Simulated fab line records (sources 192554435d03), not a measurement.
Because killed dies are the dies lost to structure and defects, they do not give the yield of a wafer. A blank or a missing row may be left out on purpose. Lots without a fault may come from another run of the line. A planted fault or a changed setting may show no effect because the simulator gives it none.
Chamber matching | flow n5 finfet | 4 sister chambers for N5_BEOL_M0_STRIP_104 on rie diel-01
The step strips in N2/H2. 16 wafers are shown with their chamber, then 8 later ones without.

WAFERS WITH THEIR CHAMBER
wafer  | chamber | drypump motor current A (A) | throttle valve pct (%) | showerhead plenum p Torr (Torr)
L076.1 | 0       | 6.3                         | 24.0                   | 2.41
L076.4 | 1       | 6.5                         | 23.4                   | 2.63
L076.6 | 0       | 6.3                         | 24.0                   | 2.41
L078.2 | 3       | 5.7                         | 23.7                   | 2.54
L078.3 | 0       | 6.3                         | 24.0                   | 2.41
L078.6 | 3       | 5.7                         | 23.8                   | 2.54
L082.2 | 2       | 5.7                         | 24.2                   | 2.64
L082.4 | 1       | 6.5                         | 23.4                   | 2.63
L082.5 | 0       | 6.3                         | 24.0                   | 2.41
L086.2 | 3       | 5.7                         | 23.8                   | 2.53
L086.3 | 2       | 5.7                         | 24.2                   | 2.64
L086.4 | 3       | 5.8                         | 23.8                   | 2.53
L090.1 | 1       | 6.5                         | 23.1                   | 2.63
L090.3 | 1       | 6.5                         | 23.1                   | 2.63
L090.6 | 1       | 6.6                         | 23.2                   | 2.63
L092.1 | 0       | 6.3                         | 23.8                   | 2.72

SIGNATURES, as means of the wafers listed above
reading                  | chamber 0 | chamber 1 | chamber 2 | chamber 3 | scatter within a chamber
drypump motor current A  | 6.300     | 6.520     | 5.700     | 5.725     | 0.0359
throttle valve pct       | 23.960    | 23.240    | 24.200    | 23.775    | 0.105
showerhead plenum p Torr | 2.4720    | 2.6300    | 2.6400    | 2.5350    | 0.0801
Rule: distance of a wafer from a chamber = root of the sum over the readings of ((wafer's reading minus chamber's mean) / reading's scatter) squared. The wafer belongs to the nearest chamber; if the next one is less than 2 further off, it can't be placed. How the scatter is found: for the shown wafers, subtract from each reading the mean of its chamber, square and add these, divide the total by (wafers less chambers), then take the root.

WAFERS MISSING THEIR CHAMBER
wafer  | drypump motor current A (A) | throttle valve pct (%) | showerhead plenum p Torr (Torr)
L092.2 | 5.7                         | 24.2                   | 2.63
L092.3 | 5.8                         | 23.8                   | 2.52
L094.3 | 6.3                         | 23.8                   | 2.72
L094.4 | 5.7                         | 24.2                   | 2.63
L094.6 | 5.7                         | 24.2                   | 2.63
L095.2 | 6.3                         | 23.8                   | 2.72
L095.5 | 5.7                         | 24.2                   | 2.63
L095.6 | 6.5                         | 23.2                   | 2.62

CHAMBER TAKEN BY EACH
wafer  | from the rows above | in truth
L092.2 | 2                   | 2
L092.3 | 3                   | 3
L094.3 | 0                   | 0
L094.4 | 2                   | 2
L094.6 | 2                   | 2
L095.2 | 0                   | 0
L095.5 | 2                   | 2
L095.6 | 1                   | 1
Correctly placed: 8 of 8. From these rows, 0 cannot be placed. Wrongly placed: 0.
